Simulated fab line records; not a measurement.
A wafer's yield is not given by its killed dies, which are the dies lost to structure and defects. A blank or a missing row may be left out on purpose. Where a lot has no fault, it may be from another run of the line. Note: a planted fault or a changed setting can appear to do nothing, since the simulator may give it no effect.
fab line records / flow n5Finfet
record: lots: 5 wafers: 14 lastDay: 18
route steps=1938 shown HKMG_FIN@401 BEOL_M4@1111 PASSIVATION@1936
lots that met no fault: taken from a fault-free run of the same line
startH: start of the lot's first displayed wafer, in hours after the record's first day / waitH: how many hours have passed since the lot's step before this one / " same as the row above / L1.1+2: several wafers, shown together as one row / - value missing, or start not given / * or withheld: withheld / < > ~ a bound
route shown NAME@n: names a module that has steps shown in the file, with the first one's number in the route / usual: mean/standard deviation taken from wafers without a fault / same: alike in all rows / chamber/n: place in a boat / sites: each site's reading / _std_site: standard deviation of those values / _edge_site: mean of outer sites minus mean of inner sites / radiusMm: how far each site lies from the wafer's centre / mask NAME#n: copy n / behind: the tool/chamber that last shaped the wafer / hold: cause of the lot's hold/its duration in hours/its outcome / device: transistor that didn't switch, given as n, p or np / end of line: the tests these same wafers got at the end of their route / where a step has no rows: the recipe by itself / killed: dies lost to structure and defects at the first sort, not the wafer's yield / map: the dies of a wafer, with x for killed, . for not killed, _ for no die there
set.NAME: the setting the step ran with; set.NAME@STEP: the setting that earlier step ran with / model.NAME: the simulator's own value behind a step, which no gauge read
a table for each step, a row for each wafer; lots at some steps of the route
services: from which hour (startH, from the record's first day; less than 0 if before it) a tool's chamber was out of use, for how many hours, and why
== steps ==
step: N5_HKMG_FIN_DESCUM_53
recipe: chemistry: O2 timeS: 7.9 sourcePowerW: 50 biasPowerW: 20 pressureMtorr: 20 rfFrequencyHz: 2.712e+07 tempC: 40 resist: CAR-ArF o2FlowSccm: 225
step: N5_HKMG_FIN_ETCH_54
recipe: chemistry: CF4 target: SiARC targetDepthA: 455 maskMaterial: CAR-ArF timeS: 75.8 ionEnergyEv: 80 pressureMtorr: 40 sourceW: 545 biasW: 36 Ar_flow_sccm: 100 cf4FlowSccm: 100 ends: cleared
step: N5_HKMG_FIN_ETCH_55
recipe: chemistry: N2/H2 target: SOC targetDepthA: 2400 tempC: 40 timeS: 300 ionEnergyEv: 200 maskMaterial: SiARC pressureMtorr: 30 sourceW: 840 biasW: 150 n2FlowSccm: 200 h2FlowSccm: 200
step: N5_HKMG_FIN_STRIP_56
recipe: chemistry: N2/H2 tempC: 40 n2FlowSccm: 200 h2FlowSccm: 200 rfFrequencyHz: 6e+07
step: N5_HKMG_FIN_STRIP_57
recipe: chemistry: CF4 resist: SiARC powerW: 300 biasPowerW: 75 pressureMtorr: 50 cf4FlowSccm: 150 rfFrequencyHz: 6e+07
step: N5_HKMG_FIN_ETCH_58
recipe: chemistry: N2/H2 target: SOC targetDepthA: 2158 ionEnergyEv: 50 biasW: 13 timeS: 741 pressureMtorr: 30 sourceW: 875 n2FlowSccm: 200 h2FlowSccm: 200
step: N5_HKMG_FIN_STRIP_93
recipe: chemistry: N2/H2 material: SOC timeS: 20 powerW: 500 tempC: 40 pressureMtorr: 50 rfFrequencyHz: 6e+07 biasPowerW: 8 h2Frac: 0.5 n2FlowSccm: 300 h2FlowSccm: 300
step: N5_HKMG_FIN_WET_ETCH_76
recipe: chemistry: dNH4OH mix: 1:50 tempC: 25 target: Al2O3 stopOn: La2O3 targetDepthNm: 2.25 dry: ipaMarangoni rinseTimeS: 30 rinseTempC: 23
step: N5_HKMG_FIN_STRIP_60
recipe: chemistry: N2/H2 powerW: 2500 tempC: 300 h2Frac: 0.65 timeS: 360 pressureMtorr: withheld n2FlowSccm: 1750 h2FlowSccm: 3250
step: N5_HKMG_FIN_WET_ETCH_77
recipe: chemistry: dHCl mix: 1:10000 tempC: 25 target: La2O3 stopOn: HfO2 targetDepthNm: 2
step: N5_HKMG_FIN_WET_ETCH_78
recipe: chemistry: dNH4OH mix: 1:50 tempC: 25 target: Al2O3 stopOn: La2O3 targetDepthNm: 4.5 dry: ipaMarangoni rinseTimeS: 30 rinseTempC: 23
step: N5_HKMG_FIN_ALD_79
recipe: material: TiN targetThkA: 15 tempC: 400 aldPrecursorFamily: TiCl4 aldCoReactant: NH3 pulseTimeS: 1 purgeTimeS: 3 coReactantPurgeTimeS: 2 coReactantPulseTimeS: 2 aldCycles: 68 pressureTorr: 3
step: N5_HKMG_FIN_CVD_62
recipe: material: a-Si targetThkA: 30 tempC: 500 precursor: Si2H6 pressureTorr: 1 timeS: 20.8
usual: chamberPressureTorr: 0.9999/0.002 heaterPowerOuterW: 915/100 heaterPowerW: 1386/150
lot.wafer=L170.2 tool=thermalCvdSi-01 chamber=1 startH=109.80 waitH=0.2 chamberPressureTorr=0.9968 heaterPowerOuterW=809 heaterPowerW=1220
lot.wafer=L170.5 tool=thermalCvdSi-01 chamber=1 startH=109.80 waitH=0.2 chamberPressureTorr=0.9986 heaterPowerOuterW=806 heaterPowerW=1244
lot.wafer=L170.6 tool=thermalCvdSi-01 chamber=2 startH=109.80 waitH=0.2 chamberPressureTorr=1.0013 heaterPowerOuterW=869 heaterPowerW=1253
lot.wafer=L178.4 tool=thermalCvdSi-01 chamber=2 startH=158.77 waitH=0.2 chamberPressureTorr=- heaterPowerOuterW=- heaterPowerW=-
lot.wafer=L178.5 tool=thermalCvdSi-01 chamber=0 startH=158.77 waitH=0.2 chamberPressureTorr=- heaterPowerOuterW=- heaterPowerW=-
lot.wafer=L178.6 tool=thermalCvdSi-01 chamber=1 startH=158.77 waitH=0.2 chamberPressureTorr=- heaterPowerOuterW=- heaterPowerW=-
lot.wafer=L179.1 tool=thermalCvdSi-02 chamber=2 startH=166.27 waitH=0.2 chamberPressureTorr=- heaterPowerOuterW=- heaterPowerW=-
lot.wafer=L179.3 tool=thermalCvdSi-02 chamber=1 startH=166.27 waitH=0.2 chamberPressureTorr=- heaterPowerOuterW=- heaterPowerW=-
lot.wafer=L179.5 tool=thermalCvdSi-02 chamber=0 startH=166.27 waitH=0.2 chamberPressureTorr=- heaterPowerOuterW=- heaterPowerW=-
lot.wafer=L180.2 tool=thermalCvdSi-01 chamber=2 startH=168.89 waitH=0.2 chamberPressureTorr=- heaterPowerOuterW=- heaterPowerW=-
lot.wafer=L180.4 tool=thermalCvdSi-01 chamber=2 startH=168.89 waitH=0.2 chamberPressureTorr=- heaterPowerOuterW=- heaterPowerW=-
lot.wafer=L180.6 tool=thermalCvdSi-01 chamber=1 startH=168.89 waitH=0.2 chamberPressureTorr=- heaterPowerOuterW=- heaterPowerW=-
lot.wafer=L187.1 tool=thermalCvdSi-02 chamber=1 startH=213.64 waitH=0.2 chamberPressureTorr=1.0004 heaterPowerOuterW=835 heaterPowerW=1320
lot.wafer=L187.5 tool=thermalCvdSi-02 chamber=0 startH=213.64 waitH=0.2 chamberPressureTorr=0.9998 heaterPowerOuterW=1090 heaterPowerW=1540
step: N5_HKMG_FIN_RTA_80
recipe: tempC: withheld timeS: 2 ambient: N2 idleTempC: 600 rampUpCPerS: 150 rampDownCPerS: 60 coolToC: 600
step: N5_HKMG_FIN_PRECLEAN_64
recipe: chemistry: dHF timeS: 30 tempC: 25 dilution: withheld
step: N5_HKMG_FIN_WET_ETCH_65
recipe: chemistry: TMAH tempC: 70 concWtPct: 5 target: a-Si stopOn: TiN timeS: 49 targetDepthNm: 3
step: N5_HKMG_FIN_WET_ETCH_81
recipe: chemistry: SC1 target: TiN stopOn: HfO2 mix: 1:1:5 tempC: 60 timeS: 57 targetDepthNm: 6
step: N5_HKMG_FIN_WET_ETCH_82
recipe: chemistry: dHCl mix: 1:10000 tempC: 25 target: La2O3 stopOn: HfO2 targetDepthNm: 2 dry: ipaMarangoni rinseTimeS: 30 rinseTempC: 23
step: N5_HKMG_FIN_ALD_36
recipe: material: TiN targetThkA: 10 tempC: 400 aldPrecursorFamily: TiCl4 aldCoReactant: NH3 pulseTimeS: 1 purgeTimeS: 3 coReactantPurgeTimeS: 2 coReactantPulseTimeS: 2 aldCycles: 47 pressureTorr: 3
step: N5_HKMG_FIN_PWFM_ALD_03
recipe: material: TiN targetThkA: 20 tempC: 400 aldPrecursorFamily: TiCl4 aldCoReactant: NH3 pulseTimeS: 1 purgeTimeS: 3 coReactantPurgeTimeS: 2 coReactantPulseTimeS: 2 aldCycles: 91 pressureTorr: 3
step: N5_HKMG_FIN_COAT_29
recipe: resist: SOC tempC: 250 timeS: 60 spinRpm: 1500 resistThkNm: 300
step: N5_HKMG_FIN_COAT_30
recipe: resist: SiARC tempC: 220 timeS: 60 spinRpm: 1500 resistThkNm: 35
step: N5_HKMG_FIN_COAT_06
recipe: resist: CAR-ArF spinRpm: 1500 resistThkNm: 90
step: N5_HKMG_FIN_EBR_08
recipe: solvent: PGMEA ebrWidthMm: 1.5
step: N5_HKMG_FIN_SOFTBAKE_07
recipe: tempC: 110 timeS: 60 resist: CAR-ArF
step: N5_HKMG_FIN_EXPOSE_09
recipe: maskId: NWFM na: 1.35 sourceShape: conventional sigmaOuter: 0.8 polarization: unpolarized doseMj: 39.25
step: N5_HKMG_FIN_PEB_10
recipe: pebTempC: withheld pebTimeS: 60 resist: CAR-ArF
step: N5_HKMG_FIN_DEVELOP_11
recipe: developTimeS: 30 developer: TMAH resist: CAR-ArF devTempC: 23 rinseLiquid: diw dry: airSpin
step: N5_HKMG_FIN_DESCUM_17
recipe: chemistry: O2 timeS: 7.9 sourcePowerW: 50 biasPowerW: 20 pressureMtorr: 20 rfFrequencyHz: 2.712e+07 tempC: 40 resist: CAR-ArF o2FlowSccm: 225
step: N5_HKMG_FIN_ETCH_31
recipe: chemistry: CF4 target: SiARC targetDepthA: 455 maskMaterial: CAR-ArF timeS: 75.8 ionEnergyEv: 80 pressureMtorr: 40 sourceW: 545 biasW: 36 Ar_flow_sccm: 100 cf4FlowSccm: 100 ends: cleared
step: N5_HKMG_FIN_ETCH_32
recipe: chemistry: N2/H2 target: SOC targetDepthA: 2400 tempC: 40 timeS: 300 ionEnergyEv: 200 maskMaterial: SiARC pressureMtorr: 30 sourceW: 840 biasW: 150 n2FlowSccm: 200 h2FlowSccm: 200
step: N5_HKMG_FIN_STRIP_33
recipe: chemistry: N2/H2 tempC: 40 n2FlowSccm: 200 h2FlowSccm: 200 rfFrequencyHz: 6e+07
step: N5_HKMG_FIN_STRIP_34
recipe: chemistry: CF4 resist: SiARC powerW: 300 biasPowerW: 75 pressureMtorr: 50 cf4FlowSccm: 150 rfFrequencyHz: 6e+07
step: N5_HKMG_FIN_ETCH_35
recipe: chemistry: N2/H2 target: SOC targetDepthA: 2158 ionEnergyEv: 65 biasW: 5 sourceW: 3000 timeS: 243.4 pressureMtorr: 30 n2FlowSccm: 200 h2FlowSccm: 200
step: N5_HKMG_FIN_STRIP_92
recipe: chemistry: N2/H2 material: SOC timeS: 20 powerW: 500 tempC: 40 pressureMtorr: 50 rfFrequencyHz: 6e+07 biasPowerW: 8 h2Frac: 0.5 n2FlowSccm: 300 h2FlowSccm: 300
step: N5_HKMG_FIN_WET_ETCH_18
recipe: chemistry: SC1 target: TiN mix: 1:1:5 tempC: * timeS: 55 targetDepthNm: 5.2 dry: ipaMarangoni rinseTimeS: 30 rinseTempC: 23
step: N5_HKMG_FIN_STRIP_19
recipe: chemistry: N2/H2 powerW: 2500 tempC: 300 h2Frac: 0.65 timeS: 360 pressureMtorr: withheld n2FlowSccm: 1750 h2FlowSccm: 3250
step: N5_HKMG_FIN_ALD_91
recipe: material: TiN targetThkA: 10 tempC: 400 aldPrecursorFamily: TiCl4 aldCoReactant: NH3 pulseTimeS: 1 purgeTimeS: 3 coReactantPurgeTimeS: 2 coReactantPulseTimeS: 2 aldCycles: 47 pressureTorr: 3
step: N5_BEOL_M4_RC_MEAS_101
usual: DIBL_N: 36.1/2 DIBL_P: 36.3/2.5 EOT_N: 10.49/0.089 EOT_P: 10.44/0.095 IGATE_N: 0.0133/0.0017 IGATE_P: 0.0039/0.0005 IOFF_N: 0.16/0.037 IOFF_P: 0.21/0.039 IOFF_P_LIN: 0.102/0.014 ION_N: 678/15 ION_P: 465/8.7 SS_N: 71.4/0.7 SS_P: 73.3/0.74 VT_N: 249/3.6 VT_P: -250.0/2.9
lot.wafer=L170.2 tool=prober-01 chamber=0 startH=198.62 waitH=0.3 DIBL_N[mV/V]=35.9 DIBL_P[mV/V]=36.7 EOT_N=10.40 EOT_P=10.34 IGATE_N[nA/um]=0.0143 IGATE_P[nA/um]=0.0043 IOFF_N[nA/um]=0.17 IOFF_P[nA/um]=0.19 IOFF_P_LIN[nA/um]=0.093 ION_N[uA/um]=696 ION_P[uA/um]=466 SS_N[mV/dec]=71.3 SS_P[mV/dec]=73.4 VT_N[mV]=249 VT_P[mV]=-250.6
lot.wafer=L170.5 tool=prober-01 chamber=0 startH=198.62 waitH=0.3 DIBL_N[mV/V]=33.3 DIBL_P[mV/V]=33.6 EOT_N=10.43 EOT_P=10.47 IGATE_N[nA/um]=0.0133 IGATE_P[nA/um]=0.0040 IOFF_N[nA/um]=0.12 IOFF_P[nA/um]=0.16 IOFF_P_LIN[nA/um]=0.080 ION_N[uA/um]=678 ION_P[uA/um]=460 SS_N[mV/dec]=70.2 SS_P[mV/dec]=72.2 VT_N[mV]=251 VT_P[mV]=-255.6
lot.wafer=L170.6 tool=prober-01 chamber=0 startH=198.62 waitH=0.3 DIBL_N[mV/V]=34.7 DIBL_P[mV/V]=36.6 EOT_N=10.40 EOT_P=10.39 IGATE_N[nA/um]=0.0156 IGATE_P[nA/um]=0.0048 IOFF_N[nA/um]=0.15 IOFF_P[nA/um]=0.21 IOFF_P_LIN[nA/um]=0.099 ION_N[uA/um]=692 ION_P[uA/um]=477 SS_N[mV/dec]=71.9 SS_P[mV/dec]=73.4 VT_N[mV]=248 VT_P[mV]=-249.1
lot.wafer=L178.4 tool=prober-01 chamber=0 startH=269.30 waitH=0.5 DIBL_N[mV/V]=39.9 DIBL_P[mV/V]=40.5 EOT_N=11.95 EOT_P=11.90 IGATE_N[nA/um]=0.0025 IGATE_P[nA/um]=0.0007 IOFF_N[nA/um]=0.24 IOFF_P[nA/um]=0.34 IOFF_P_LIN[nA/um]=0.159 ION_N[uA/um]=664 ION_P[uA/um]=461 SS_N[mV/dec]=72.1 SS_P[mV/dec]=74.3 VT_N[mV]=243 VT_P[mV]=-239.4
lot.wafer=L178.5 tool=prober-01 chamber=0 startH=269.30 waitH=0.5 DIBL_N[mV/V]=39.2 DIBL_P[mV/V]=39.4 EOT_N=11.83 EOT_P=11.79 IGATE_N[nA/um]=0.0026 IGATE_P[nA/um]=0.0008 IOFF_N[nA/um]=0.20 IOFF_P[nA/um]=0.32 IOFF_P_LIN[nA/um]=0.150 ION_N[uA/um]=642 ION_P[uA/um]=455 SS_N[mV/dec]=72.1 SS_P[mV/dec]=74.4 VT_N[mV]=246 VT_P[mV]=-244.4
lot.wafer=L178.6 tool=prober-01 chamber=0 startH=269.30 waitH=0.5 DIBL_N[mV/V]=38.6 DIBL_P[mV/V]=39.9 EOT_N=11.93 EOT_P=11.94 IGATE_N[nA/um]=0.0023 IGATE_P[nA/um]=0.0007 IOFF_N[nA/um]=0.22 IOFF_P[nA/um]=0.33 IOFF_P_LIN[nA/um]=0.160 ION_N[uA/um]=668 ION_P[uA/um]=468 SS_N[mV/dec]=72.0 SS_P[mV/dec]=74.1 VT_N[mV]=242 VT_P[mV]=-239.4
lot.wafer=L180.2 tool=prober-02 chamber=0 startH=284.11 waitH=0.2 DIBL_N[mV/V]=40.9 DIBL_P[mV/V]=43.0 EOT_N=11.86 EOT_P=11.86 IGATE_N[nA/um]=0.0029 IGATE_P[nA/um]=0.0009 IOFF_N[nA/um]=0.27 IOFF_P[nA/um]=0.32 IOFF_P_LIN[nA/um]=0.145 ION_N[uA/um]=667 ION_P[uA/um]=454 SS_N[mV/dec]=72.4 SS_P[mV/dec]=74.2 VT_N[mV]=239 VT_P[mV]=-245.6
lot.wafer=L180.4 tool=prober-02 chamber=0 startH=284.11 waitH=0.2 DIBL_N[mV/V]=38.2 DIBL_P[mV/V]=40.0 EOT_N=11.73 EOT_P=11.90 IGATE_N[nA/um]=0.0028 IGATE_P[nA/um]=0.0009 IOFF_N[nA/um]=0.19 IOFF_P[nA/um]=0.27 IOFF_P_LIN[nA/um]=0.133 ION_N[uA/um]=665 ION_P[uA/um]=463 SS_N[mV/dec]=71.6 SS_P[mV/dec]=73.7 VT_N[mV]=246 VT_P[mV]=-244.5
lot.wafer=L180.6 tool=prober-02 chamber=0 startH=284.11 waitH=0.2 DIBL_N[mV/V]=35.8 DIBL_P[mV/V]=36.4 EOT_N=11.93 EOT_P=11.89 IGATE_N[nA/um]=0.0028 IGATE_P[nA/um]=0.0009 IOFF_N[nA/um]=0.16 IOFF_P[nA/um]=0.21 IOFF_P_LIN[nA/um]=0.108 ION_N[uA/um]=646 ION_P[uA/um]=444 SS_N[mV/dec]=70.8 SS_P[mV/dec]=73.0 VT_N[mV]=248 VT_P[mV]=-249.7
lot.wafer=L179.1 tool=prober-02 chamber=0 startH=284.88 waitH=0.5 DIBL_N[mV/V]=40.2 DIBL_P[mV/V]=41.4 EOT_N=11.82 EOT_P=11.78 IGATE_N[nA/um]=0.0028 IGATE_P[nA/um]=0.0009 IOFF_N[nA/um]=0.27 IOFF_P[nA/um]=0.35 IOFF_P_LIN[nA/um]=0.161 ION_N[uA/um]=685 ION_P[uA/um]=466 SS_N[mV/dec]=71.5 SS_P[mV/dec]=74.3 VT_N[mV]=243 VT_P[mV]=-241.5
lot.wafer=L179.3 tool=prober-02 chamber=0 startH=284.88 waitH=0.5 DIBL_N[mV/V]=38.3 DIBL_P[mV/V]=36.4 EOT_N=11.72 EOT_P=11.80 IGATE_N[nA/um]=0.0032 IGATE_P[nA/um]=0.0010 IOFF_N[nA/um]=0.18 IOFF_P[nA/um]=0.24 IOFF_P_LIN[nA/um]=0.122 ION_N[uA/um]=655 ION_P[uA/um]=448 SS_N[mV/dec]=71.5 SS_P[mV/dec]=73.5 VT_N[mV]=251 VT_P[mV]=-245.6
lot.wafer=L179.5 tool=prober-02 chamber=0 startH=284.88 waitH=0.5 DIBL_N[mV/V]=41.5 DIBL_P[mV/V]=42.4 EOT_N=11.70 EOT_P=11.93 IGATE_N[nA/um]=0.0030 IGATE_P[nA/um]=0.0009 IOFF_N[nA/um]=0.30 IOFF_P[nA/um]=0.38 IOFF_P_LIN[nA/um]=0.169 ION_N[uA/um]=690 ION_P[uA/um]=471 SS_N[mV/dec]=72.6 SS_P[mV/dec]=74.3 VT_N[mV]=242 VT_P[mV]=-239.4
lot.wafer=L187.1 tool=prober-02 chamber=0 startH=313.10 waitH=0.0 DIBL_N[mV/V]=34.4 DIBL_P[mV/V]=35.3 EOT_N=10.28 EOT_P=10.24 IGATE_N[nA/um]=0.0160 IGATE_P[nA/um]=0.0047 IOFF_N[nA/um]=0.13 IOFF_P[nA/um]=0.20 IOFF_P_LIN[nA/um]=0.094 ION_N[uA/um]=663 ION_P[uA/um]=456 SS_N[mV/dec]=70.3 SS_P[mV/dec]=73.5 VT_N[mV]=250 VT_P[mV]=-248.7
lot.wafer=L187.5 tool=prober-02 chamber=0 startH=313.10 waitH=0.0 DIBL_N[mV/V]=32.6 DIBL_P[mV/V]=32.2 EOT_N=10.31 EOT_P=10.23 IGATE_N[nA/um]=0.0163 IGATE_P[nA/um]=0.0048 IOFF_N[nA/um]=0.11 IOFF_P[nA/um]=0.16 IOFF_P_LIN[nA/um]=0.085 ION_N[uA/um]=674 ION_P[uA/um]=474 SS_N[mV/dec]=70.5 SS_P[mV/dec]=72.4 VT_N[mV]=252 VT_P[mV]=-252.8
step: N5_PASSIVATION_PROBE_49
usual: defectLimitedYield: 91.1/1.3 killed_at_M0_to_M3: 32/9.7 killed_at_M4_up: 16/6 killedAtContacts: 12/5.9 killedAtFrontEnd: 41/11 killedAtOther: 4/3.1 killedDies: 104/16 killedOpen: 68/12 killedShort: 34/7.4 sort_bin_5_function: 5.1/0.85 sort_bin_6_memory: 3.3/0.66 sort_bin_8_speed: 0.1/0.53 sortNPass: 1075/16 sortYieldPct: 91.1/1.4
same: grossDies: 1180 killedAtBackSide: 0 sort_bin_4_leakage[%]: 0
lot.wafer=L178.5 tool=prober-01 chamber=- startH=370.78 waitH=0.2 defectLimitedYield[%]=93.1 killed_at_M0_to_M3=17 killed_at_M4_up=28 killedAtContacts=6 killedAtFrontEnd=30 killedAtOther=0 killedDies=81 killedOpen=57 killedShort=21 sort_bin_5_function[%]=3.5 sort_bin_6_memory[%]=3.2 sort_bin_8_speed[%]=0.3 sortNPass=1095 sortYieldPct[%]=92.8
killed by level:class
L178.5 BEOL_M4:geometricParticle:open=13 FIN_SAQP:geometricParticle:open=12 STI_FIN_REVEAL:geometricParticle:open=6 BEOL_M4:geometricParticle:short=6 FIN_SAQP:geometricParticle:short=4 MOL_CONTACT_COAG:geometricParticle:open=4 BEOL_M2:geometricParticle:open=4 BEOL_M0_SAQP:geometricParticle:short=3
== services ==
tool=thermalCvdSi-02 chamber=1 startH=107.48 hours=30.6 kind=repair
== key ==
firstSign: step: N5_HKMG_FIN_CVD_62 reading: toolRecord direction: missing
effect: step: N5_BEOL_M4_RC_MEAS_101 reading: EOT_P direction: up sigmas: 15 usual: 10.44 struck: 11.87
effect: step: N5_BEOL_M4_RC_MEAS_101 reading: EOT_N direction: up sigmas: 15 usual: 10.49 struck: 11.83
effect: step: N5_BEOL_M4_RC_MEAS_101 reading: IGATE_N direction: down sigmas: 6.1 usual: 0.0133 struck: 0.0028
effect: step: N5_BEOL_M4_RC_MEAS_101 reading: IGATE_P direction: down sigmas: 6.1 usual: 0.0039 struck: 0.0008
effect: step: N5_BEOL_M4_RC_MEAS_101 reading: IOFF_P_LIN direction: up sigmas: 3.2 usual: 0.102 struck: 0.145
effect: step: N5_BEOL_M4_RC_MEAS_101 reading: IOFF_P direction: up sigmas: 2.4 usual: 0.21 struck: 0.31 wafersMoved: 7
effect: step: N5_BEOL_M4_RC_MEAS_101 reading: VT_P direction: up sigmas: 2.3 usual: -250.0 struck: -243.3 wafersMoved: 6
effect: step: N5_BEOL_M4_RC_MEAS_101 reading: IOFF_N direction: up sigmas: 1.7 usual: 0.16 struck: 0.23 wafersMoved: 3
effect: step: N5_BEOL_M4_RC_MEAS_101 reading: DIBL_N direction: up sigmas: 1.5 usual: 36.1 struck: 39.2
effect: step: N5_BEOL_M4_RC_MEAS_101 reading: DIBL_P direction: up sigmas: 1.4 usual: 36.3 struck: 39.9
effect: step: N5_BEOL_M4_RC_MEAS_101 reading: VT_N direction: down sigmas: 1.3 usual: 249 struck: 245
metAt N5_HKMG_FIN_CVD_62
struckWafers L178.4,L178.5,L178.6,L179.1,L179.3,L179.5,L180.2,L180.4,L180.6
rowsEnd L179.1,L179.3,L179.5,L180.2,L180.4,L180.6
onsetBetween 109.80 158.77
fault: kind: skippedStepWhole tool: thermalCvdSi-01,thermalCvdSi-02 chamber: - onsetH: 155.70 steps: N5_HKMG_FIN_CVD_62 scope: struckLotsOnly
rowsEnd: these wafers met a further fault down the route, and their rows from its step on are left out
